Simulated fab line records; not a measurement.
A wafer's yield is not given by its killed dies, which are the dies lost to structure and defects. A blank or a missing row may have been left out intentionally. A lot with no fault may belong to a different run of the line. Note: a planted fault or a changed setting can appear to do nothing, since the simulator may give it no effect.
fab line records -- flow n5_finfet
record lots=4, wafers=12, last_day=18
route steps=1938 shown STI_FIN_REVEAL@202 DUMMY_GATE@212 BEOL_M4@1111 PASSIVATION@1936
lots that met no fault: from a run of the same line without faults
start_h: hours from the record's opening day to when the first of the lot's shown wafers began -- wait_h: hours elapsed since this lot's preceding step -- " repeats the value in the row above -- L1.1+2: a row that stands for several wafers -- - no value, or no start was given -- * or withheld: withheld -- < > ~ a bound
route shown NAME@n: NAME is a module with steps in the file, n the number in the route of the first one -- usual: the fault-free wafers' mean and standard deviation -- same: alike in all rows -- chamber/n: place in a boat -- sites: each site's reading -- _std_site: the standard deviation of these -- _edge_site: outer sites' mean less inner sites' -- radius_mm: for every site, how far away it sits from the centre of the wafer -- mask NAME#n: copy n -- behind: the most recent tool/chamber to have shaped the wafer -- hold: what put the lot on hold/how long, in hours/how the hold closed -- device: transistor that didn't switch, given as n, p or np -- end of line: the tests these same wafers got at the end of their route -- where a step has no rows: the recipe by itself -- killed: dies that structure and defects cost at the first sort, which is not the same as the wafer's yield -- map: the dies of a wafer, with x for killed, . for not killed, _ for no die there
set.NAME: setting as actually run; set.NAME@STEP: the setting as run at that earlier step -- model.NAME: the simulator's own value behind a step, which no gauge read
lots at selected steps of the route; one table per step, one row per wafer
services: the hour from which a tool's chamber was out of use, counted from the record's first day as start_h (under 0 if before that day), plus the number of hours and why
## steps
# step N5_STI_FIN_REVEAL_STRIP_35
# recipe chemistry=H3PO4, material=Si3N4, temp_c=165, target_depth_a=40, time_s=39
# step N5_STI_FIN_REVEAL_SRD_21
# recipe dry=ipa_marangoni, time_s=30, temp_c=23, rinse_liquid=diw
# step N5_STI_FIN_REVEAL_OXIDATION_33
# recipe chemistry=O2_PLASMA_REMOTE, temp_c=150, time_s=20, pressure_mtorr=1000, source_power_w=2000, o2_flow_sccm=3000
# step N5_STI_FIN_REVEAL_CLEAN_19
# recipe chemistry=O3/DIW, temp_c=25, time_s=120, o3_ppm=10
# step N5_STI_FIN_REVEAL_SRD_23
# recipe dry=ipa_marangoni, time_s=30, temp_c=23, rinse_liquid=diw
# step N5_STI_FIN_REVEAL_PRECLEAN_18
# recipe chemistry=SC2, time_s=45, temp_c=35, mix=1:1:50
# step N5_STI_FIN_REVEAL_SRD_28
# recipe dry=ipa_marangoni, time_s=30, temp_c=23, rinse_liquid=diw
# step N5_DUMMY_GATE_PRECLEAN_00
# recipe chemistry=O3/DIW, time_s=60, temp_c=22, o3_ppm=10
# step N5_DUMMY_GATE_SRD_01
# recipe time_s=30, temp_c=23, rinse_liquid=diw, dry=ipa_marangoni
# step N5_DUMMY_GATE_ALD_02
# recipe material=SiO2, target_thk_a=20, temp_c=300, ald_precursor_family=BDEAS, ald_co_reactant=O2-plasma, pulse_time_s=1, pressure_torr=2
# usual heater_power_w=460/35, precursor_pulse_height_rel=1.001/0.02
lot.wafer,tool,chamber,start_h,wait_h,heater_power_w,precursor_pulse_height_rel,model.SiO2_of_DUMMY_GATE_ALD_02.thk_nm
L421.2,ald_sin-03,2,74.89,0.0,557,1.020,2
L421.3,ald_sin-03,3,74.89,0.0,497,0.992,2
L421.6,ald_sin-03,2,74.89,0.0,552,1.006,2
L423.2,ald_sin-04,3,86.55,0.0,450,0.973,2
L423.5,ald_sin-04,3,86.55,0.0,453,1.004,2.6
L423.6,ald_sin-04,2,86.55,0.0,418,0.981,2
L424.1,ald_sin-04,0,90.74,0.5,480,1.006,2
L424.3,ald_sin-04,1,90.74,0.5,453,0.993,2
L424.4,ald_sin-04,2,90.74,0.5,422,0.996,2.6
L438.1,ald_sin-04,3,175.88,0.1,456,1.008,2
L438.3,ald_sin-04,0,175.88,0.1,485,0.992,2
L438.5,ald_sin-04,0,175.88,0.1,498,1.007,2
# step N5_DUMMY_GATE_CVD_03
# recipe material=a-Si, target_thk_a=1500, temp_c=530, precursor=SiH4, time_s=8042
# step N5_DUMMY_GATE_PRECLEAN_46
# recipe chemistry=DIW, time_s=89.5, temp_c=23
# step N5_DUMMY_GATE_SRD_47
# recipe dry_time_s=32, dry=n2_spin, spin_rpm=1500
# step N5_DUMMY_GATE_CMP_04
# recipe material=a-Si, post_cmp_clean=alkaline_brush
# step N5_DUMMY_GATE_HM_DEP_06
# recipe material=SiNx, target_thk_a=800, precursor=DCS/NH3, temp_c=700, pressure_mtorr=300, time_s=5141
# step N5_DUMMY_GATE_PECVD_30
# recipe material=SiO2, target_thk_a=550, temp_c=400, precursor=TEOS/O2, pressure_torr=6.5, rf_w=withheld, teos_flow_sccm=withheld, gas=O2, flow_sccm=2650, time_s=10.8
# step N5_DUMMY_GATE_COAT_34
# recipe resist=SOC, temp_c=250, time_s=60, spin_rpm=1500, resist_thk_nm=60
# step N5_DUMMY_GATE_COAT_35
# recipe resist=SiARC, temp_c=220, time_s=60, spin_rpm=1500, resist_thk_nm=10
# step N5_DUMMY_GATE_COAT_28
# recipe resist=underlayer, temp_c=205, time_s=60, spin_rpm=1500, resist_thk_nm=10
# step N5_DUMMY_GATE_COAT_09
# recipe resist=CAR-EUV, spin_rpm=1500, resist_thk_nm=30
# step N5_DUMMY_GATE_EBR_11
# recipe solvent=PGMEA, ebr_width_mm=1.5
# step N5_DUMMY_GATE_SOFTBAKE_10
# recipe temp_c=110, time_s=60, resist=CAR-EUV
# step N5_DUMMY_GATE_EXPOSE_12
# recipe mask_id=GATE, na=0.33, source_shape=annular, sigma_inner=0.2, sigma_outer=0.6, polarization=unpolarized, target_cd_nm=25, dose_mj=34
# step N5_DUMMY_GATE_PEB_13
# recipe peb_temp_c=100, peb_time_s=60, resist=CAR-EUV
# step N5_DUMMY_GATE_DEVELOP_14
# recipe develop_time_s=30, developer=TMAH, resist=CAR-EUV, rinse_liquid=surfactant_rinse, dry=air_spin, dev_temp_c=23
# step N5_DUMMY_GATE_DESCUM_20
# recipe chemistry=O2, time_s=6.2, source_power_w=50, bias_power_w=20, pressure_mtorr=20, rf_frequency_hz=2.712e+07, temp_c=40, resist=CAR-EUV, o2_flow_sccm=225
# step N5_DUMMY_GATE_ETCH_29
# recipe chemistry=N2/H2, target=underlayer, target_depth_a=130, ion_energy_ev=200, pressure_mtorr=30, source_w=840, bias_w=150, n2_flow_sccm=200, h2_flow_sccm=200
# step N5_DUMMY_GATE_ETCH_36
# recipe chemistry=CF4, target=SiARC, target_depth_a=130, pressure_mtorr=40, source_w=545, bias_w=36, Ar_flow_sccm=100, cf4_flow_sccm=100, ion_energy_ev=80
# step N5_DUMMY_GATE_ETCH_37
# recipe chemistry=N2/H2, target=SOC, target_depth_a=600, overetch_a=300, temp_c=40, ion_energy_ev=200, pressure_mtorr=30, source_w=840, bias_w=150, n2_flow_sccm=200, h2_flow_sccm=200
# step N5_DUMMY_GATE_STRIP_38
# recipe chemistry=N2/H2, temp_c=40, n2_flow_sccm=200, h2_flow_sccm=200, rf_frequency_hz=6e+07
# step N5_DUMMY_GATE_STRIP_39
# recipe chemistry=N2/H2, temp_c=40, n2_flow_sccm=200, h2_flow_sccm=200, rf_frequency_hz=6e+07
# step N5_DUMMY_GATE_TRIM_49
# recipe chemistry=O2, resist=SOC, time_s=29, target_cd_nm=14, source_power_w=300, bias_power_w=0, O2_flow_sccm=100, temp_c=20
# step N5_DUMMY_GATE_STRIP_40
# recipe chemistry=CF4, resist=SiARC, power_w=300, bias_power_w=75, pressure_mtorr=50, cf4_flow_sccm=150, rf_frequency_hz=6e+07
# step N5_DUMMY_GATE_ETCH_31
# recipe chemistry=C4F6/O2, target=SiO2, mask_material=SOC, target_depth_a=825, time_s=27.5, ion_energy_ev=250, pressure_mtorr=30, source_w=345, bias_w=185, Ar_flow_sccm=300, C4F6_flow_sccm=10, O2_flow_sccm=10
# step N5_BEOL_M4_RC_MEAS_101
# usual DIBL_N=36.1/2.5, DIBL_P=36/3.3, EOT_N=10.49/0.1, EOT_P=10.44/0.096, IOFF_N=0.16/0.046, IOFF_P=0.20/0.051, ION_N=676/16, ION_P=462/11, SS_N=71.6/0.87, SS_P=73.2/0.86, VT_N=251/4.4, VT_P=-252/4.6
lot.wafer,tool,chamber,start_h,wait_h,DIBL_N[mV/V],DIBL_P[mV/V],EOT_N,EOT_P,IOFF_N[nA/um],IOFF_P[nA/um],ION_N[uA/um],ION_P[uA/um],SS_N[mV/dec],SS_P[mV/dec],VT_N[mV],VT_P[mV]
L421.2,prober-02,0,247.93,0.2,39.6,42,10.64,10.55,0.22,0.23,684,461,72.1,74.5,248,-252
L421.3,prober-02,0,247.93,0.2,32.7,33,10.50,10.50,0.10,0.12,658,452,70.4,73.0,255,-262
L421.6,prober-02,0,247.93,0.2,34.0,35,10.55,10.42,0.11,0.14,654,447,70.1,73.1,255,-261
L424.1,prober-01,0,256.48,0.0,37.5,35,10.60,10.41,0.17,0.17,654,444,72.3,73.3,250,-254
L424.3,prober-01,0,256.48,0.0,37.9,37,10.44,10.36,0.17,0.18,683,460,71.8,73.4,250,-254
L424.4,prober-01,0,256.48,0.0,39.6,40,10.98,10.97,0.20,0.24,684,463,72.6,74.6,247,-251
L423.2,prober-02,0,263.07,0.2,33.6,33,10.48,10.48,0.12,0.16,670,462,70.8,72.7,253,-253
L423.5,prober-02,0,263.07,0.2,37.4,39,10.86,10.82,0.18,0.23,684,468,71.6,74.0,249,-248
L423.6,prober-02,0,263.07,0.2,36.9,38,10.36,10.38,0.16,0.22,677,462,71.3,73.2,251,-249
L438.1,prober-02,0,320.32,0.0,34.4,33,10.52,10.43,0.13,0.18,665,458,71.2,72.2,252,-250
L438.3,prober-02,0,320.32,0.0,34.8,34,10.50,10.60,0.15,0.19,687,472,70.5,73.1,249,-251
L438.5,prober-02,0,320.32,0.0,36.1,35,10.56,10.55,0.17,0.21,674,463,71.0,73.3,246,-249
# step N5_PASSIVATION_PROBE_49
# usual defect_limited_yield=91.0/1.4, killed_at_M0_to_M3=34/10, killed_at_M4_up=15/5.5, killed_at_contacts=12/6.1, killed_at_front_end=41/12, killed_at_other=4/3.4, killed_dies=106/17, killed_open=70/13, killed_short=34/7.4, sort_bin_5_function=5.3/1, sort_bin_6_memory=3.4/0.69, sort_bin_8_speed=0.03/0.22, sort_n_pass=1073/17, sort_yield_pct=91.0/1.4
# same gross_dies=1180, killed_at_back_side=0, sort_bin_4_leakage[%]=0
lot.wafer,tool,chamber,start_h,wait_h,defect_limited_yield[%],killed_at_M0_to_M3,killed_at_M4_up,killed_at_contacts,killed_at_front_end,killed_at_other,killed_dies,killed_open,killed_short,sort_bin_5_function[%],sort_bin_6_memory[%],sort_bin_8_speed[%],sort_n_pass,sort_yield_pct[%]
L421.2,prober-01,-,351.26,0.1,92.7,24,13,5,38,6,86,56,30,4.7,2.4,0,1094,92.7
L421.3,prober-01,-,351.31,0.1,90.0,25,18,15,57,3,118,78,38,6.1,3.6,0,1062,90.0
L421.6,prober-01,-,351.46,0.3,90.8,22,11,18,51,7,109,68,41,5.5,3.4,0,1071,90.8
L424.1,prober-01,-,373.32,0.0,89.2,50,19,15,43,1,128,97,30,5.7,4.9,0.08,1051,89.1
L424.3,prober-01,-,373.42,0.1,90.7,27,16,18,48,1,110,79,29,5.4,3.6,0,1070,90.7
L424.4,prober-01,-,373.47,0.2,88.0,45,13,15,68,1,142,109,29,8.2,3.4,0,1038,88.0
L423.2,prober-01,-,383.94,0.1,91.1,34,20,9,28,14,105,72,32,5.2,3.5,0,1075,91.1
L423.5,prober-01,-,384.09,0.2,92.5,24,14,13,32,5,88,61,25,4.2,2.8,0,1092,92.5
L423.6,prober-01,-,384.14,0.3,90.1,42,16,12,42,5,117,72,42,5.2,4.2,0,1063,90.1
# killed by level:class
L421.2 FIN_SAQP:geometric_particle:open=9 BEOL_M0_SAQP:geometric_particle:open=9 BEOL_M4:geometric_particle:open=9 BEOL_M0_SAQP:geometric_particle:short=8 STI_FIN_REVEAL:geometric_particle:open=7 FIN_SAQP:geometric_particle:short=6 MOL_CONTACT_COAG:geometric_particle:open=5 GATE_CUT:geometric_particle:short=3
L421.3 STI_FIN_REVEAL:geometric_particle:open=20 BEOL_M4:geometric_particle:open=12 FIN_SAQP:geometric_particle:open=11 MOL_CONTACT_COAG:geometric_particle:open=11 GATE_CUT:geometric_particle:short=8 STI_FIN_REVEAL:geometric_particle:short=5 BEOL_M0_SAQP:geometric_particle:open=5 BEOL_M0_SAQP:geometric_particle:short=5
L421.6 MOL_CONTACT_COAG:geometric_particle:open=14 FIN_SAQP:geometric_particle:open=9 STI_FIN_REVEAL:geometric_particle:open=9 BEOL_M0_SAQP:geometric_particle:open=8 BEOL_M0_SAQP:geometric_particle:short=8 FIN_SAQP:geometric_particle:short=6 STI_FIN_REVEAL:geometric_particle:short=6 GATE_CUT:geometric_particle:short=6
L424.1 FIN_SAQP:geometric_particle:open=15 STI_FIN_REVEAL:geometric_particle:open=13 MOL_CONTACT_COAG:geometric_particle:open=13 BEOL_M2:geometric_particle:open=12 BEOL_M4:geometric_particle:open=11 BEOL_M3:geometric_particle:open=10 BEOL_M0_SAQP:geometric_particle:short=6 BEOL_M0:geometric_particle:open=6
L424.3 STI_FIN_REVEAL:geometric_particle:open=18 FIN_SAQP:geometric_particle:open=16 MOL_CONTACT_COAG:geometric_particle:open=13 BEOL_M4:geometric_particle:open=10 BEOL_M1:geometric_particle:open=6 FIN_SAQP:geometric_particle:short=5 BEOL_M1:geometric_particle:short=5 BEOL_M3:geometric_particle:open=5
L424.4 STI_FIN_REVEAL:geometric_particle:open=27 BEOL_M3:geometric_particle:open=22 FIN_SAQP:geometric_particle:open=19 MOL_CONTACT_COAG:geometric_particle:open=12 BEOL_M4:geometric_particle:open=12 FIN_SAQP:geometric_particle:short=5 STI_FIN_REVEAL:geometric_particle:short=5 MOL_CONTACT_COAG:geometric_particle:short=3
L423.2 BEOL_M0_SAQP:geometric_particle:short=10 BEOL_M0_SAQP:geometric_particle:open=10 BEOL_M4:geometric_particle:open=10 MOL_CONTACT_COAG:geometric_particle:open=9 BEOL_M0:geometric_particle:open=6 BEOL_M2:geometric_particle:open=6 STI_FIN_REVEAL:geometric_particle:open=5 FIN_SAQP:geometric_particle:short=4
L423.5 MOL_CONTACT_COAG:geometric_particle:open=10 STI_FIN_REVEAL:geometric_particle:open=7 ILD0:geometric_particle:open=7 BEOL_M0_SAQP:geometric_particle:short=6 BEOL_M4:geometric_particle:open=6 STARTING-WAFER:geometric_particle:open=6 BEOL_M2:geometric_particle:open=5 BEOL_M0_SAQP:geometric_particle:open=4
L423.6 STI_FIN_REVEAL:geometric_particle:open=13 BEOL_M0_SAQP:geometric_particle:open=12 BEOL_M0_SAQP:geometric_particle:short=11 FIN_SAQP:geometric_particle:open=8 MOL_CONTACT_COAG:geometric_particle:open=8 FIN_SAQP:geometric_particle:short=7 BEOL_M2:geometric_particle:open=5 BEOL_M4:geometric_particle:open=5
## services
tool,chamber,start_h,hours,kind
ald_sin-03,3,70.52,4.1,repair
ald_sin-04,0,140.41,8.3,repair
## key
first_sign step=N5_BEOL_M4_RC_MEAS_101, reading=EOT_P, direction=up, sigmas=4.8, usual=10.44, struck=10.90
effect step=N5_BEOL_M4_RC_MEAS_101, reading=EOT_N, direction=up, sigmas=4.2, usual=10.49, struck=10.92
model_effect step=N5_DUMMY_GATE_ALD_02, value=SiO2_of_DUMMY_GATE_ALD_02.thk_nm, without=2, struck=2.6
met_at N5_DUMMY_GATE_ALD_02
struck_wafers L423.5,L424.4
fault kind=process_parameter_drift, tool=ald_sin-04, chamber=-, onset_h=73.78, steps=N5_DUMMY_GATE_ALD_02, channel=target_thk_a, offset=*, shape=step, end_h=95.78, scope=struck_wafers_only, acts_in=*, stated=*
